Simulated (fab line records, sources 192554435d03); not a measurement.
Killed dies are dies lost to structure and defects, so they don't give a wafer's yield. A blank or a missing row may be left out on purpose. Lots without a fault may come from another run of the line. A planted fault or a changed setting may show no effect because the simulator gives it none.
Which tool did it? | flow n5_finfet | 11 lots, 30 wafers sampled, at 5 steps of a route of 1938

WHAT THE GAUGES READ, wafer by wafer
N5_BEOL_M4_RC_MEAS_101.
lot  | measured     | on        | DIBL_N (mV/V)  | DIBL_P (mV/V)  | IOFF_N (nA/um)    | IOFF_P (nA/um) | ION_N (uA/um) | ION_P (uA/um) | SS_N (mV/dec)  | SS_P (mV/dec)  | VT_N (mV)   | VT_P (mV)
L552 | day 9 08:05  | prober-02 | 36.1 35.4 35.2 | 37.1 37.2 35.8 | 0.174 0.150 0.148 | 0.20 0.19 0.17 | 701 673 678   | 470 460 464   | 71.1 70.9 71.2 | 73.9 73.9 73.1 | 248 252 251 | -252.5 -249.9 -251.1
L554 | day 9 13:21  | prober-01 | 33.6 34.8 35.2 | 31.9 34.4 33.7 | 0.105 0.125 0.122 | 0.15 0.18 0.17 | 636 660 650   | 438 452 452   | 70.7 70.5 70.6 | 72.2 73.2 72.0 | 258 251 254 | -257.1 -251.7 -253.8
L557 | day 9 14:41  | prober-02 | 35.8 36.6      | 35.7 36.2      | 0.130 0.139       | 0.19 0.19      | 668 668       | 468 458       | 71.9 72.6      | 73.4 73.5      | 254 254     | -254.1 -254.3
L555 | day 9 15:12  | prober-01 | 38.2 38.3 37.6 | 38.9 39.4 38.2 | 0.168 0.180 0.164 | 0.20 0.22 0.20 | 692 685 687   | 473 466 465   | 72.1 71.9 71.9 | 73.6 73.4 73.0 | 250 248 249 | -252.7 -253.7 -252.6
L558 | day 9 20:40  | prober-01 | 34.9 35.0      | 35.3 32.8      | 0.137 0.124       | 0.19 0.15      | 666 633       | 460 436       | 71.2 71.7      | 72.9 72.5      | 252 254     | -252.1 -258.2
L561 | day 11 08:19 | prober-01 | 33.8 34.2 37.2 | 34.1 34.7 38.8 | 0.140 0.161 0.214 | 0.22 0.23 0.31 | 674 690 680   | 467 472 473   | 71.2 71.3 72.0 | 73.1 73.4 74.6 | 250 245 245 | -246.6 -246.9 -244.7
L564 | day 11 13:08 | prober-02 | 36.1 34.2 33.9 | 36.8 34.5 33.6 | 0.198 0.147 0.139 | 0.24 0.21 0.19 | 690 670 672   | 472 464 457   | 71.4 71.4 71.4 | 74.1 73.5 72.5 | 244 250 249 | -246.3 -245.1 -250.3
L568 | day 12 17:50 | prober-02 | 35.9 38.4 35.4 | 36.6 38.6 34.7 | 0.155 0.197 0.136 | 0.21 0.24 0.18 | 679 670 680   | 463 449 463   | 71.0 71.7 70.7 | 73.1 73.7 72.6 | 251 247 254 | -250.7 -249.5 -251.3
L570 | day 13 08:40 | prober-01 | 34.2 36.4 36.4 | 33.0 35.6 35.6 | 0.118 0.160 0.148 | 0.15 0.19 0.18 | 657 690 669   | 449 466 454   | 70.2 71.7 70.8 | 72.0 72.1 72.8 | 253 248 253 | -255.5 -253.0 -252.2
L569 | day 13 10:35 | prober-02 | 35.0 35.3      | 32.2 33.1      | 0.118 0.121       | 0.14 0.15      | 656 657       | 448 449       | 70.8 71.0      | 72.2 72.8      | 253 255     | -256.9 -253.0
L572 | day 13 17:14 | prober-02 | 36.7 35.5 40.2 | 35.9 34.2 40.5 | 0.157 0.119 0.222 | 0.22 0.18 0.30 | 692 662 692   | 478 458 475   | 71.1 70.5 72.3 | 72.7 72.3 73.4 | 247 253 247 | -249.6 -251.4 -244.4

N5_MIM_TOP_LITHO_INSPECT_12: inspects for defects (macro).
lot  | measured     | on                | raw_defect_count
L552 | day 13 17:42 | defect_inspect-02 | 2 2 2
L554 | day 13 20:55 | defect_inspect-01 | 4 3 1
L557 | day 13 22:41 | defect_inspect-01 | 2 2
L555 | day 14 12:01 | defect_inspect-02 | 0 3 3
L558 | day 14 22:15 | defect_inspect-01 | 5 2
L561 | day 15 15:52 | defect_inspect-02 | 3 2 5
L564 | day 15 21:19 | defect_inspect-02 | 1 2 1
L568 | day 17 00:23 | defect_inspect-01 | 2 1 1
L570 | day 17 15:07 | defect_inspect-01 | 4 6 2
L569 | day 17 15:16 | defect_inspect-02 | 1 2
L572 | day 17 15:18 | defect_inspect-01 | 6 5 4

N5_MIM_BOT_LITHO_CD_MEAS_08: target cd 3000 nm.
lot  | measured     | on        | cd_nm (nm)
L552 | day 13 18:31 | cd_sem-03 | 3002.3 3000.5 2999.9
L554 | day 13 21:44 | cd_sem-02 | 2998.5 3000.4 2999.4
L557 | day 13 23:23 | cd_sem-03 | 3002.0 3002.3
L555 | day 14 12:43 | cd_sem-03 | 3000.8 3004.3 3001.3
L558 | day 14 22:56 | cd_sem-03 | 2998.9 2996.8
L561 | day 15 16:41 | cd_sem-03 | 3002.3 2999.7 2999.1
L564 | day 15 22:19 | cd_sem-03 | 2996.9 3000.1 2999.4
L569 | day 17 16:18 | cd_sem-01 | 2999.6 2999.4

WHICH TOOL RAN EACH LOT (tool, then ch and the chambers of the sampled wafers, then the start)
lot  | N5_MIM_BOT_DEGAS_01          | N5_MIM_TOP_ETCH_STRIP_01
L552 | pvd_sputter-01, day 13 16:08 | rie_diel-02 ch 1,2,3, day 13 17:58
L554 | pvd_sputter-01, day 13 17:38 | rie_diel-02 ch 0,2, day 13 21:10
L557 | pvd_sputter-03, day 13 20:49 | rie_diel-04 ch 0,2, day 13 22:58
L555 | pvd_sputter-03, day 14 10:42 | rie_diel-04 ch 1,2, day 14 12:17
L558 | pvd_sputter-01, day 14 20:01 | rie_diel-02 ch 2,3, day 14 22:31
L561 | pvd_sputter-03, day 15 14:34 | rie_diel-05 ch 0,3, day 15 16:08
L564 | pvd_sputter-03, day 15 19:43 | rie_diel-05 ch 1,2,3, day 15 21:46
L568 | pvd_sputter-03, day 16 23:06 | rie_diel-05 ch 0,1, day 17 00:58
L570 | pvd_sputter-02, day 17 11:13 | rie_diel-04 ch 1,2, day 17 15:31
L569 | pvd_sputter-02, day 17 11:37 | rie_diel-02 ch 1, day 17 15:42
L572 | pvd_sputter-02, day 17 11:20 | rie_diel-04 ch 1,2,3, day 17 15:36
- N5_MIM_BOT_DEGAS_01: time 60 s.
- N5_MIM_TOP_ETCH_STRIP_01: strips in O2.

WHAT THE TOOLS THEMSELVES READ (means of the sampled wafers that have a number; where no wafer has one, the mark that the record gives instead)
N5_MIM_BOT_DEGAS_01.
lot  | tool           | heater_power_w (W)
L552 | pvd_sputter-01 | 392
L554 | pvd_sputter-01 | 418
L557 | pvd_sputter-03 | 490
L555 | pvd_sputter-03 | 524
L558 | pvd_sputter-01 | 490
L561 | pvd_sputter-03 | 501
L564 | pvd_sputter-03 | 513
L568 | pvd_sputter-03 | 474
L570 | pvd_sputter-02 | 463
L569 | pvd_sputter-02 | 443
L572 | pvd_sputter-02 | 461

N5_MIM_TOP_ETCH_STRIP_01.
lot  | tool        | chamber_pressure_mTorr (mTorr) | drypump_motor_current_A (A) | oes_product_au (a.u.) | rf_vpp_V (V) | showerhead_plenum_p_Torr (Torr) | throttle_valve_pct (%)
L552 | rie_diel-02 | 30.01                          | 5.7                         | 0.90                  | 4.7          | 2.11                            | 16.39
L554 | rie_diel-02 | 29.88                          | 5.4                         | 0.76                  | 3.2          | 2.04                            | 16.67
L557 | rie_diel-04 | 30.01                          | 5.8                         | 0.79                  | 2.5          | 2.05                            | 16.66
L555 | rie_diel-04 | 29.97                          | 5.8                         | 0.81                  | 4.0          | 2.07                            | 16.37
L558 | rie_diel-02 | 30.04                          | 5.6                         | 0.86                  | 3.4          | 2.08                            | 16.50
L561 | rie_diel-05 | 29.98                          | 6.0                         | 0.81                  | 3.1          | 2.16                            | 16.65
L564 | rie_diel-05 | 29.93                          | 5.8                         | 0.79                  | 3.5          | 2.13                            | 16.58
L568 | rie_diel-05 | -                              | -                           | -                     | -            | -                               | -
L570 | rie_diel-04 | -                              | -                           | -                     | -            | -                               | -
L569 | rie_diel-02 | 29.98                          | 5.8                         | 0.86                  | 3.1          | 2.15                            | 16.39
L572 | rie_diel-04 | -                              | -                           | -                     | -            | -                               | -

THE ANSWER, worked out from the rows above alone
Rule: what is usual is taken from the lots themselves. Put in order of their means at a reading, lots are off if they are a third of the lots or fewer, leave a main group of 4 or more, and stand apart from it by a gap of 3 or more times the standard deviation of the main group's means; of several such gaps the widest counts. A main group whose means are all the same, to the digits that the tables above print for the reading, isn't used. A lot without any number at a reading at which 4 lots or more have one is off too. The other lots that the step has rows for count as sound. The gauges are gone through in route order, then the tools' own readings, and for those a lot's mean is taken as printed above. The first step at which some lot is off is used, and at that step the reading that is off furthest; a lot without a number counts as furthest.
Off: L568, L570, L572, at N5_MIM_TOP_ETCH_STRIP_01 (chamber_pressure_mTorr). Without a number there: L568, L570, L572. The main group: mean 29.98 mTorr, standard deviation 0.047.
A tool fits if, at that step or a process step before it, it ran every lot that is off, and no sound lot after the first of them. None of those tried fits.

WHAT THE SIMULATOR HAD PUT IN
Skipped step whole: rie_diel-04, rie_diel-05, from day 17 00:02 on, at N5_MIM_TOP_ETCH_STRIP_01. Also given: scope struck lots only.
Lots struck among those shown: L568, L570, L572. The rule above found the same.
